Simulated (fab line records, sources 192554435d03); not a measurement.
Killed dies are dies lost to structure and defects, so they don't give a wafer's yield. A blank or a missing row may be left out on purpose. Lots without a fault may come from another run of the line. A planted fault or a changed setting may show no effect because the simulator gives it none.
fab line records | flow n5_finfet
record lots=4 wafers=10 last_day=18
route steps=1938 shown BEOL_M4@1099 BEOL_M5@1112 BEOL_M9@1440 PASSIVATION@1936
lots that met no fault: from a run of the same line without faults
start_h: hours from the record's first day to the start of the lot's first wafer shown | wait_h: hours since the lot's step before | " the same as in the row above | L1.1+2: a row that stands for several wafers | - no value, or no start given | * or withheld: withheld | < > ~ a bound
route shown NAME@n: a module of which the file shows steps, and the number in the route of the first | usual: mean/standard deviation of fault-free wafers | same: alike in all rows | chamber/n: place in a boat | sites: the reading at each site | _std_site: their standard deviation | _edge_site: outer sites' mean less inner sites' | radius_mm: how far each site lies from the wafer's centre | mask NAME#n: copy n | behind: the tool/chamber that last shaped the wafer | hold: why the lot was held/for how many hours/how that ended | device: the transistor (n, p or np) that didn't switch | end of line: the same wafers' tests at the end of the route | a step without rows: its recipe alone | killed: dies lost to structure and defects at the first sort, not the wafer's yield | map: a wafer's dies, x killed, . not, _ none there
set.NAME: the setting as run; set.NAME@STEP: as run at that earlier step | model.NAME: the simulator's own value behind a step, which no gauge read
lots at some steps of the route; a table a step, a row a wafer
services: from which hour (start_h, from the record's first day; less than 0 if before it) a tool's chamber was out of use, for how many hours, and why
## steps
# step N5_BEOL_M4_ANNEAL_95
# recipe temp_c=400 time_s=240 ambient=vacuum
# step N5_BEOL_M4_SPUTTER_96
# recipe material=Cu target_thk_a=45 temp_c=-20 chamber_pressure_pa=0.07 power_w=withheld time_s=8.29
# step N5_BEOL_M4_ECD_50
# recipe material=Cu target_thk_a=3000
# step N5_BEOL_M4_ANNEAL_51
# recipe temp_c=225 time_s=90 ambient=N2
# step N5_BEOL_M4_CMP_52
# recipe stop_on=SiOC t_overpolish_s=6.8 down_force_psi=1 platen_rpm=50 clearing_platen_down_force_psi=1.5 clearing_platen_rpm=50 post_cmp_clean=cu_alkaline target_thk_nm=40 clearing_platen_pad_velocity_m_s=0.99484 pad_velocity_m_s=0.99484
# step N5_BEOL_M4_PRE_CLEAN_60
# recipe gas=NH3/H2 time_s=15 temp_c=* rf_power_w=300
# step N5_BEOL_M4_CO_CAP_55
# recipe material=Co target_thk_a=20 temp_c=200 precursor=CCTBA/H2 pressure_torr=30 time_s=102.1
# step N5_BEOL_M4_PRE_CLEAN_56
# recipe gas=NH3 time_s=15 temp_c=withheld rf_power_w=300
# step N5_BEOL_M4_DEP_57
# recipe material=SiCN target_thk_a=80 temp_c=withheld precursor=3MS/NH3 pressure_torr=3 rf_w=202 time_s=14
# step N5_BEOL_M5_ILD_DEP_00
# recipe material=SiCOH_lowk target_thk_a=1406.4 temp_c=300 precursor=DEMS/porogen pressure_torr=5 rf_w=500 time_s=25.9
# step N5_BEOL_M5_CURE_79
# recipe temp_c=385 time_s=240 ambient=He/Ar material=SiCOH_lowk
# step N5_BEOL_M5_PECVD_70
# recipe material=SiO2 target_thk_a=160 temp_c=400 precursor=TEOS/O2 pressure_torr=5.5 rf_w=450 teos_flow_sccm=53.8 gas=O2 flow_sccm=3000 time_s=18
# step N5_BEOL_M5_HM_DEP_02
# recipe material=TiN target_thk_a=200 temp_c=25 chamber_pressure_pa=0.49996
# step N5_BEOL_M5_COAT_59
# recipe resist=SOC temp_c=250 time_s=60 spin_rpm=1500 resist_thk_nm=60
# step N5_BEOL_M5_COAT_60
# recipe resist=SiARC temp_c=220 time_s=60 spin_rpm=1500 resist_thk_nm=12
# step N5_BEOL_M5_COAT_71
# recipe resist=underlayer temp_c=205 time_s=60 spin_rpm=1500 resist_thk_nm=5
# step N5_BEOL_M5_COAT_05
# recipe resist=CAR-EUV spin_rpm=1500 resist_thk_nm=30
# step N5_BEOL_M5_EBR_07
# recipe solvent=PGMEA ebr_width_mm=1.5
# step N5_BEOL_M5_SOFTBAKE_06
# recipe temp_c=110 time_s=60 resist=CAR-EUV
# step N5_BEOL_M5_EXPOSE_08
# recipe mask_id=M5 na=0.33 source_shape=annular sigma_inner=0.4 sigma_outer=0.8 polarization=unpolarized target_cd_nm=28 dose_mj=35.75
# step N5_BEOL_M5_PEB_09
# recipe peb_temp_c=100 peb_time_s=60 resist=CAR-EUV
# step N5_BEOL_M5_DEVELOP_10
# recipe develop_time_s=30 developer=TMAH resist=CAR-EUV rinse_liquid=surfactant_rinse dry=air_spin dev_temp_c=23
# step N5_BEOL_M5_DESCUM_16
# recipe chemistry=O2 time_s=7 source_power_w=50 bias_power_w=20 pressure_mtorr=20 rf_frequency_hz=2.712e+07 temp_c=40 resist=CAR-EUV o2_flow_sccm=225
# step N5_BEOL_M5_ETCH_72
# recipe chemistry=N2/H2 target=underlayer target_depth_a=65 mask_material=CAR-EUV time_s=5.2 ion_energy_ev=200 pressure_mtorr=30 source_w=840 bias_w=150 n2_flow_sccm=200 h2_flow_sccm=200 ends=cleared
# step N5_BEOL_M5_ETCH_61
# recipe chemistry=CF4 target=SiARC target_depth_a=156 mask_material=CAR-EUV time_s=26 ion_energy_ev=80 pressure_mtorr=40 source_w=545 bias_w=36 Ar_flow_sccm=100 cf4_flow_sccm=100 ends=cleared
# step N5_BEOL_M5_ETCH_62
# recipe chemistry=N2/H2 target=SOC target_depth_a=750 overetch_a=150 mask_material=SiARC temp_c=40 time_s=112.5 ion_energy_ev=200 pressure_mtorr=30 source_w=840 bias_w=150 n2_flow_sccm=200 h2_flow_sccm=200
# step N5_BEOL_M5_STRIP_63
# recipe chemistry=N2/H2 temp_c=40 n2_flow_sccm=200 h2_flow_sccm=200 rf_frequency_hz=6e+07
# step N5_BEOL_M5_STRIP_73
# recipe chemistry=N2/H2 temp_c=40 n2_flow_sccm=200 h2_flow_sccm=200 rf_frequency_hz=6e+07
# step N5_BEOL_M5_STRIP_64
# recipe chemistry=CF4 resist=SiARC power_w=300 bias_power_w=75 pressure_mtorr=50 cf4_flow_sccm=150 rf_frequency_hz=6e+07
# step N5_BEOL_M5_HM_OPEN_17
# recipe chemistry=Cl2/BCl3 target_depth_a=200 overetch_a=60 target=TiN mask_material=SOC ion_energy_ev=150 pressure_mtorr=10 icp_w=1000 bias_w=126 Cl2_flow_sccm=53.25 bcl3_flow_sccm=21.75 Ar_flow_sccm=25
# step N5_BEOL_M5_STRIP_19
# recipe chemistry=O2 power_w=400 temp_c=40 pressure_mtorr=30 rf_frequency_hz=6e+07 bias_power_w=0 overash_fraction=0.2 o2_flow_sccm=225
# step N5_BEOL_M5_COAT_65
# recipe resist=SOC temp_c=250 time_s=60 spin_rpm=1500 resist_thk_nm=60
# step N5_BEOL_M5_COAT_66
# recipe resist=SiARC temp_c=220 time_s=60 spin_rpm=1500 resist_thk_nm=12
# step N5_BEOL_M9_ETCH_66
# recipe chemistry=N2/H2 target=SOC target_depth_a=800 overetch_a=160 mask_material=SiARC temp_c=40 time_s=120 ion_energy_ev=200 pressure_mtorr=30 source_w=840 bias_w=150 n2_flow_sccm=200 h2_flow_sccm=200
# usual bias_w=149.9/0.46 chamber_pressure_mTorr=29.995/0.028 drypump_motor_current_A=5.65/0.27 oes_product_au=0.62/0.078 rf_vpp_V=523.8/2.4 showerhead_plenum_p_Torr=2.55/0.091 throttle_valve_pct=17.79/0.22
# columns lot.wafer tool chamber start_h wait_h bias_w chamber_pressure_mTorr drypump_motor_current_A oes_product_au rf_hours_counter_h rf_vpp_V showerhead_plenum_p_Torr throttle_valve_pct model.CAR-EUV_of_BEOL_M9_COAT_22.thk_nm model.SiARC_of_BEOL_M9_COAT_64.thk_nm model.underlayer_of_BEOL_M9_COAT_75.thk_nm
L159.2 rie_diel-04 1 322.30 0.0 - - - - - - - - 11 12 5
L159.4 " 1 " " - - - - - - - - 11 12 5
L159.6 " 2 " " - - - - - - - - 11 12 5
L157.2 rie_diel-05 0 325.44 0.0 - - - - - - - - 11.2 12 5
L163.3 rie_diel-04 0 346.95 0.0 149.9 30.022 5.69 0.53 235 522.7 2.49 18.13 0 6.8 0
L163.4 " 2 " " 150.5 29.994 5.75 0.65 40 523.5 2.50 17.59 0 6.4 0
L163.5 " 0 " " 149.9 30.009 5.71 0.53 - 523.5 2.49 18.13 0 6.6 0
L166.2 rie_diel-02 3 372.64 0.0 150.1 29.996 5.50 0.64 52 521.8 2.47 17.88 0 6.2 0
L166.4 " 0 " " 150.6 29.979 5.30 0.53 248 520.2 2.41 18.01 0 6.4 0
L166.6 " 1 " " 149.6 29.950 5.83 0.67 - 524.2 2.61 17.44 0 6.4 0
# step N5_BEOL_M9_VIA_ETCH_34
# recipe chemistry=C4F6/O2 target=SiCOH_lowk target_depth_a=1824 mask_material=SOC taper_deg=4 time_s=68.4 ion_energy_ev=250 pressure_mtorr=30 source_w=345 bias_w=185 Ar_flow_sccm=300 C4F6_flow_sccm=10 O2_flow_sccm=10
# usual C4F6_flow_sccm=10.003/0.027 O2_flow_sccm=9.999/0.03 drypump_motor_current_A=5.65/0.27 oes_product_au=0.81/0.11 rf_vpp_V=671/7.1 showerhead_plenum_p_Torr=2.85/0.097 throttle_valve_pct=20.86/0.22
# columns lot.wafer tool chamber start_h wait_h C4F6_flow_sccm O2_flow_sccm drypump_motor_current_A oes_product_au rf_hours_counter_h rf_vpp_V showerhead_plenum_p_Torr throttle_valve_pct
L159.2 rie_diel-04 1 322.40 0.0 9.945 10.069 5.93 0.26 212 673 2.94 20.74
L159.4 " 1 " " 9.954 10.068 5.95 0.26 - 674 2.94 20.74
L159.6 " 2 " " 9.981 10.005 5.72 0.33 - 659 2.81 20.50
L157.2 rie_diel-05 0 325.54 0.0 10.051 9.944 5.35 0.27 209 675 2.82 20.73
L163.3 rie_diel-04 0 347.05 0.0 10.033 9.995 5.70 0.67 235 675 2.81 21.36
L163.4 " 2 " " 9.985 10.028 5.80 0.87 40 662 2.80 20.70
L163.5 " 0 " " 10.010 10.036 5.69 0.67 - 677 2.81 21.36
L166.2 rie_diel-02 3 372.74 0.0 9.996 9.977 5.49 0.84 52 667 2.77 20.98
L166.4 " 0 " " 10.010 10.010 5.31 0.68 248 670 2.67 20.94
L166.6 " 1 " " 9.994 9.973 5.83 0.86 - 667 2.91 20.59
# step N5_PASSIVATION_PROBE_49
# usual killed_at_M0_to_M3=35/11 killed_at_M4_up=14/5.4 killed_at_contacts=13/6 killed_at_front_end=38/11 killed_at_other=3.4/2.6 killed_dies=104/19 killed_on_rim=13/3.9 killed_open=68/13 killed_short=34/8.5
# same gross_dies=1180 killed_at_back_side=0
# columns lot.wafer tool chamber start_h wait_h killed_at_M0_to_M3 killed_at_M4_up killed_at_contacts killed_at_front_end killed_at_other killed_dies killed_on_rim killed_open killed_short
L159.2 prober-02 - 389.43 0.1 17 1116 16 28 3 1180 152 53 27
L159.4 prober-02 - 389.53 0.2 37 1089 15 33 6 1180 152 69 37
L159.6 prober-02 - 389.63 0.3 29 1088 15 44 4 1180 152 78 24
L157.2 prober-01 - 395.61 0.1 20 1107 8 40 5 1180 152 44 39
L163.3 prober-01 - 414.99 0.1 43 17 13 53 1 127 19 81 46
L163.4 prober-01 - 415.04 0.2 46 32 6 56 2 142 18 96 46
L163.5 prober-01 - 415.09 0.2 57 24 9 68 8 166 17 92 68
L166.2 prober-01 - 436.58 0.1 25 15 8 43 3 94 11 65 27
L166.4 prober-01 - 436.68 0.2 23 12 8 39 5 87 8 50 34
L166.6 prober-01 - 436.78 0.3 26 16 13 43 0 98 13 58 39
# killed by level:class
L159.2 BEOL_M9:area_etch=1098 MOL_CONTACT_COAG:geometric_particle:open=13 BEOL_M4:geometric_particle:open=8 STI_FIN_REVEAL:geometric_particle:open=5 BEOL_M0_SAQP:geometric_particle:short=5 DUMMY_GATE:geometric_particle:open=4 BEOL_M0_SAQP:geometric_particle:open=4 BEOL_M2:geometric_particle:open=4
L159.4 BEOL_M9:area_etch=1072 MOL_CONTACT_COAG:geometric_particle:open=13 BEOL_M3:geometric_particle:open=10 BEOL_M0_SAQP:geometric_particle:short=9 BEOL_M1:geometric_particle:open=7 FIN_SAQP:geometric_particle:short=5 GATE_CUT:geometric_particle:short=5 BEOL_M4:geometric_particle:open=5
L159.6 BEOL_M9:area_etch=1076 FIN_SAQP:geometric_particle:open=14 MOL_CONTACT_COAG:geometric_particle:open=11 BEOL_M2:geometric_particle:open=8 BEOL_M3:geometric_particle:open=8 BEOL_M1:geometric_particle:open=7 STARTING-WAFER:geometric_particle:open=6 DUMMY_GATE:geometric_particle:open=4
L157.2 BEOL_M9:area_etch=1096 BEOL_M0_SAQP:geometric_particle:open=8 FIN_SAQP:geometric_particle:open=7 BEOL_M0_SAQP:geometric_particle:short=7 ILD0:geometric_particle:short=6 GATE_CUT:geometric_particle:short=4 MOL_CONTACT_COAG:geometric_particle:open=4 MOL_CONTACT_COAG:geometric_particle:short=4
L163.3 BEOL_M0_SAQP:geometric_particle:open=19 STI_FIN_REVEAL:geometric_particle:open=14 FIN_SAQP:geometric_particle:short=12 BEOL_M0_SAQP:geometric_particle:short=12 MOL_CONTACT_COAG:geometric_particle:open=10 BEOL_M4:geometric_particle:open=8 FIN_SAQP:geometric_particle:open=7 DUMMY_GATE:geometric_particle:open=5
L163.4 BEOL_M4:geometric_particle:open=17 BEOL_M0_SAQP:geometric_particle:short=17 FIN_SAQP:geometric_particle:open=14 FIN_SAQP:geometric_particle:short=14 STI_FIN_REVEAL:geometric_particle:open=9 BEOL_M0_SAQP:geometric_particle:open=9 BEOL_M2:geometric_particle:open=8 STARTING-WAFER:geometric_particle:open=5
L163.5 BEOL_M0_SAQP:geometric_particle:short=23 FIN_SAQP:geometric_particle:open=16 FIN_SAQP:geometric_particle:short=14 BEOL_M0_SAQP:geometric_particle:open=13 BEOL_M4:geometric_particle:open=11 STI_FIN_REVEAL:geometric_particle:open=10 BEOL_M0:geometric_particle:open=9 MOL_CONTACT_COAG:geometric_particle:open=7
L166.2 FIN_SAQP:geometric_particle:open=11 BEOL_M3:geometric_particle:open=6 MOL_CONTACT_COAG:geometric_particle:open=6 BEOL_M2:geometric_particle:open=6 BEOL_M4:geometric_particle:open=6 STI_FIN_REVEAL:geometric_particle:open=5 BEOL_M1:geometric_particle:open=5 FIN_SAQP:geometric_particle:short=4
L166.4 GATE_CUT:geometric_particle:short=12 FIN_SAQP:geometric_particle:short=5 MOL_CONTACT_COAG:geometric_particle:open=5 BEOL_M0_SAQP:geometric_particle:open=5 BEOL_M3:geometric_particle:open=5 BEOL_M4:geometric_particle:open=5 STI_FIN_REVEAL:geometric_particle:open=4 GATE_CUT:geometric_particle:open=4
L166.6 STI_FIN_REVEAL:geometric_particle:open=9 FIN_SAQP:geometric_particle:short=8 MOL_CONTACT_COAG:geometric_particle:open=8 FIN_SAQP:geometric_particle:open=7 GATE_CUT:geometric_particle:short=6 BEOL_M0_SAQP:geometric_particle:short=6 MOL_CONTACT_COAG:geometric_particle:short=5 BEOL_M3:geometric_particle:open=5
# map L157.2 (x killed, . not)
_________________xxxxxxxxxxxx________________
______________xxxxxxxxxxxxxxxxxx_____________
___________xxxxxxxxxxxxxxxxxxxxxxxx__________
__________xxxxxxxxxxxxxxxxxxxxxxxxxx_________
________xxxxxxxxxxxxxxxxxxxxxxxxxxxxxx_______
_______xxxxxxxxxxxxxxxxxxxxxxxxxxxxxxxx______
______xxxxxxxxxxxxxxxxxxxxxxxxxxxxxxxxxx_____
_____xxxxxxxxxxxxxxxxxxxxxxxxxxxxxxxxxxxx____
____xxxxxxxxxxxxxxxxxxxxxxxxxxxxxxxxxxxxxx___
___xxxxxxxxxxxxxxxxxxxxxxxxxxxxxxxxxxxxxxxx__
___xxxxxxxxxxxxxxxxxxxxxxxxxxxxxxxxxxxxxxxx__
__xxxxxxxxxxxxxxxxxxxxxxxxxxxxxxxxxxxxxxxxxx_
__xxxxxxxxxxxxxxxxxxxxxxxxxxxxxxxxxxxxxxxxxx_
_xxxxxxxxxxxxxxxxxxxxxxxxxxxxxxxxxxxxxxxxxxxx
_xxxxxxxxxxxxxxxxxxxxxxxxxxxxxxxxxxxxxxxxxxxx
_xxxxxxxxxxxxxxxxxxxxxxxxxxxxxxxxxxxxxxxxxxxx
_xxxxxxxxxxxxxxxxxxxxxxxxxxxxxxxxxxxxxxxxxxxx
_xxxxxxxxxxxxxxxxxxxxxxxxxxxxxxxxxxxxxxxxxxxx
_xxxxxxxxxxxxxxxxxxxxxxxxxxxxxxxxxxxxxxxxxxxx
_xxxxxxxxxxxxxxxxxxxxxxxxxxxxxxxxxxxxxxxxxxxx
_xxxxxxxxxxxxxxxxxxxxxxxxxxxxxxxxxxxxxxxxxxxx
__xxxxxxxxxxxxxxxxxxxxxxxxxxxxxxxxxxxxxxxxxx_
__xxxxxxxxxxxxxxxxxxxxxxxxxxxxxxxxxxxxxxxxxx_
___xxxxxxxxxxxxxxxxxxxxxxxxxxxxxxxxxxxxxxxx__
___xxxxxxxxxxxxxxxxxxxxxxxxxxxxxxxxxxxxxxxx__
____xxxxxxxxxxxxxxxxxxxxxxxxxxxxxxxxxxxxxx___
_____xxxxxxxxxxxxxxxxxxxxxxxxxxxxxxxxxxxx____
______xxxxxxxxxxxxxxxxxxxxxxxxxxxxxxxxxx_____
_______xxxxxxxxxxxxxxxxxxxxxxxxxxxxxxxx______
________xxxxxxxxxxxxxxxxxxxxxxxxxxxxxx_______
__________xxxxxxxxxxxxxxxxxxxxxxxxxx_________
___________xxxxxxxxxxxxxxxxxxxxxxxx__________
______________xxxxxxxxxxxxxxxxxx_____________
_________________xxxxxxxxxxxx________________
# map L159.2 (x killed, . not)
_________________xxxxxxxxxxxx________________
______________xxxxxxxxxxxxxxxxxx_____________
___________xxxxxxxxxxxxxxxxxxxxxxxx__________
__________xxxxxxxxxxxxxxxxxxxxxxxxxx_________
________xxxxxxxxxxxxxxxxxxxxxxxxxxxxxx_______
_______xxxxxxxxxxxxxxxxxxxxxxxxxxxxxxxx______
______xxxxxxxxxxxxxxxxxxxxxxxxxxxxxxxxxx_____
_____xxxxxxxxxxxxxxxxxxxxxxxxxxxxxxxxxxxx____
____xxxxxxxxxxxxxxxxxxxxxxxxxxxxxxxxxxxxxx___
___xxxxxxxxxxxxxxxxxxxxxxxxxxxxxxxxxxxxxxxx__
___xxxxxxxxxxxxxxxxxxxxxxxxxxxxxxxxxxxxxxxx__
__xxxxxxxxxxxxxxxxxxxxxxxxxxxxxxxxxxxxxxxxxx_
__xxxxxxxxxxxxxxxxxxxxxxxxxxxxxxxxxxxxxxxxxx_
_xxxxxxxxxxxxxxxxxxxxxxxxxxxxxxxxxxxxxxxxxxxx
_xxxxxxxxxxxxxxxxxxxxxxxxxxxxxxxxxxxxxxxxxxxx
_xxxxxxxxxxxxxxxxxxxxxxxxxxxxxxxxxxxxxxxxxxxx
_xxxxxxxxxxxxxxxxxxxxxxxxxxxxxxxxxxxxxxxxxxxx
_xxxxxxxxxxxxxxxxxxxxxxxxxxxxxxxxxxxxxxxxxxxx
_xxxxxxxxxxxxxxxxxxxxxxxxxxxxxxxxxxxxxxxxxxxx
_xxxxxxxxxxxxxxxxxxxxxxxxxxxxxxxxxxxxxxxxxxxx
_xxxxxxxxxxxxxxxxxxxxxxxxxxxxxxxxxxxxxxxxxxxx
__xxxxxxxxxxxxxxxxxxxxxxxxxxxxxxxxxxxxxxxxxx_
__xxxxxxxxxxxxxxxxxxxxxxxxxxxxxxxxxxxxxxxxxx_
___xxxxxxxxxxxxxxxxxxxxxxxxxxxxxxxxxxxxxxxx__
___xxxxxxxxxxxxxxxxxxxxxxxxxxxxxxxxxxxxxxxx__
____xxxxxxxxxxxxxxxxxxxxxxxxxxxxxxxxxxxxxx___
_____xxxxxxxxxxxxxxxxxxxxxxxxxxxxxxxxxxxx____
______xxxxxxxxxxxxxxxxxxxxxxxxxxxxxxxxxx_____
_______xxxxxxxxxxxxxxxxxxxxxxxxxxxxxxxx______
________xxxxxxxxxxxxxxxxxxxxxxxxxxxxxx_______
__________xxxxxxxxxxxxxxxxxxxxxxxxxx_________
___________xxxxxxxxxxxxxxxxxxxxxxxx__________
______________xxxxxxxxxxxxxxxxxx_____________
_________________xxxxxxxxxxxx________________
## services
# columns tool chamber start_h hours kind
rie_diel-04 3 301.26 - clean
rie_diel-04 3 301.26 - consumable_replace:focus_ring
rie_diel-04 3 301.26 - consumable_replace:showerhead
rie_diel-04 3 301.26 23.8 scheduled_down
rie_diel-04 3 301.26 23.8 vent_cycle
rie_diel-02 1 307.24 11.4 repair
rie_diel-05 - 330.98 14.6 pm
## key
first_sign step=N5_BEOL_M9_ETCH_66 reading=tool_record direction=missing
effect step=N5_BEOL_M9_VIA_ETCH_34 reading=oes_product_au direction=down sigmas=4.9 usual=0.81 struck=0.28
effect step=N5_PASSIVATION_PROBE_49 reading=killed_at_M4_up direction=up sigmas=99+ usual=14 struck=1100
model_effect step=N5_BEOL_M9_ETCH_66 value=CAR-EUV_of_BEOL_M9_COAT_22.thk_nm without=0 struck=11.05
more_kills_born_at N5_BEOL_M9_ETCH_66@rie_diel-04=3246 N5_BEOL_M9_ETCH_66@rie_diel-05=1096
met_at N5_BEOL_M9_ETCH_66
struck_wafers L157.2,L159.2,L159.4,L159.6
later_rows_left_out L157.2,L159.2,L159.4,L159.6
tester_left_out L157
earlier_fault kind=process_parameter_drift tool=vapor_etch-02 chamber=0 onset_h=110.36 steps=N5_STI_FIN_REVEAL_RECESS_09 channel=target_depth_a offset=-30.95 shape=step acts_in=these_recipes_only stated=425
fault kind=skipped_step_whole tool=rie_diel-04,rie_diel-05 chamber=- onset_h=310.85 steps=N5_BEOL_M9_ETCH_66 scope=struck_lots_only
# tester_left_out: of these lots the tester's yield and bins aren't shown, on N5 and GAA mostly nor the transistor test; their killed dies are dies lost to structure and defects alone, not to doping, threshold or leakage, so they don't give the yield
# later_rows_left_out: the simulator's readings of these wafers behind a module that went badly wrong aren't trusted and aren't shown, but for the sort
